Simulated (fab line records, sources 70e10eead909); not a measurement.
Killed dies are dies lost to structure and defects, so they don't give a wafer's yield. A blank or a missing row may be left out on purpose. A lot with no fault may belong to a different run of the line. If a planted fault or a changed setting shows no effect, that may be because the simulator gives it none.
The tool behind it: which one? + flow nandHarc + 72 wafers sampled from 24 lots at 1 step of a route of 1302

== WHAT THE GAUGES READ, wafer by wafer ==
NHARC_A_CHANNEL_FILL_D2_THK_MEAS_06: measures by ellipsometry.
| lot  | measured     | on           | thkNm (nm)  |
|------|--------------|--------------|-------------|
| L074 | day 14 23:59 | filmMetro-02 | 5.5 5.0 5.1 |
| L075 | day 15 00:00 | filmMetro-01 | 4.3 4.8 5.1 |
| L078 | day 15 23:02 | filmMetro-01 | 4.2 5.9 6.8 |
| L076 | day 15 23:02 | filmMetro-02 | 5.8 4.9 4.1 |
| L077 | day 15 23:02 | filmMetro-02 | 2.7 5.4 6.9 |
| L081 | day 17 06:41 | filmMetro-02 | 5.7 3.7 5.6 |
| L079 | day 17 06:41 | filmMetro-01 | 5.5 5.1 6.7 |
| L080 | day 17 06:42 | filmMetro-02 | 4.4 7.6 6.3 |
| L082 | day 18 06:24 | filmMetro-01 | 5.5 4.2 5.1 |
| L083 | day 18 12:19 | filmMetro-02 | 4.2 6.4 5.7 |
| L085 | day 19 20:47 | filmMetro-02 | 4.3 5.5 6.1 |
| L084 | day 19 23:35 | filmMetro-02 | 4.1 4.9 4.8 |
| L086 | day 19 23:35 | filmMetro-01 | 6.2 6.5 5.8 |
| L087 | day 21 02:11 | filmMetro-01 | 4.4 3.8 5.7 |
| L088 | day 21 02:12 | filmMetro-01 | 4.2 2.6 3.7 |
| L089 | day 21 13:49 | filmMetro-01 | 4.9 5.2 5.8 |
| L090 | day 21 13:49 | filmMetro-02 | 5.5 3.9 5.9 |
| L091 | day 22 04:23 | filmMetro-02 | 5.3 6.0 5.5 |
| L092 | day 23 00:16 | filmMetro-01 | 4.2 6.3 4.1 |
| L093 | day 23 12:02 | filmMetro-02 | 5.4 4.4 4.5 |
| L095 | day 24 00:06 | filmMetro-01 | 4.2 5.0 4.3 |
| L094 | day 24 00:06 | filmMetro-02 | 4.0 5.3 4.4 |
| L096 | day 24 08:05 | filmMetro-02 | 4.4 3.6 4.1 |
| L097 | day 24 19:04 | filmMetro-01 | 5.5 3.7 4.4 |

== WHICH TOOL RAN EACH LOT (tool, then ch and the chambers of the sampled wafers, then the start) ==
No process step before these readings appears in the record.

== WHAT THE TOOLS THEMSELVES READ (means of the sampled wafers that have a number; where no wafer has one, the mark that the record gives instead) ==
The record holds no such reading with a usual standard deviation.

== THE ANSWER, worked out from the rows above alone ==
Rule: the usual values come from the lots themselves. The widest of any qualifying gaps counts: lots, ordered by their means at a reading, are off when they make up no more than a third of the lots, leave a main group of 4 or more, and stand apart from it by 3 or more times the standard deviation of that group's means. A main group is skipped when, at the precision printed for the reading in the tables above, its means are all equal. A lot without any number at a reading at which 4 lots or more have one is off too. The other lots that the step has rows for count as sound. After the gauges, taken in route order, come the tools' own readings; for these a lot's mean is taken, as printed above. At the first step where some lot is off, the reading lying furthest off is the one used; lots without a number count as furthest.
None of the lots is off at any reading shown; this tells nothing.

== WHAT THE SIMULATOR HAD PUT IN ==
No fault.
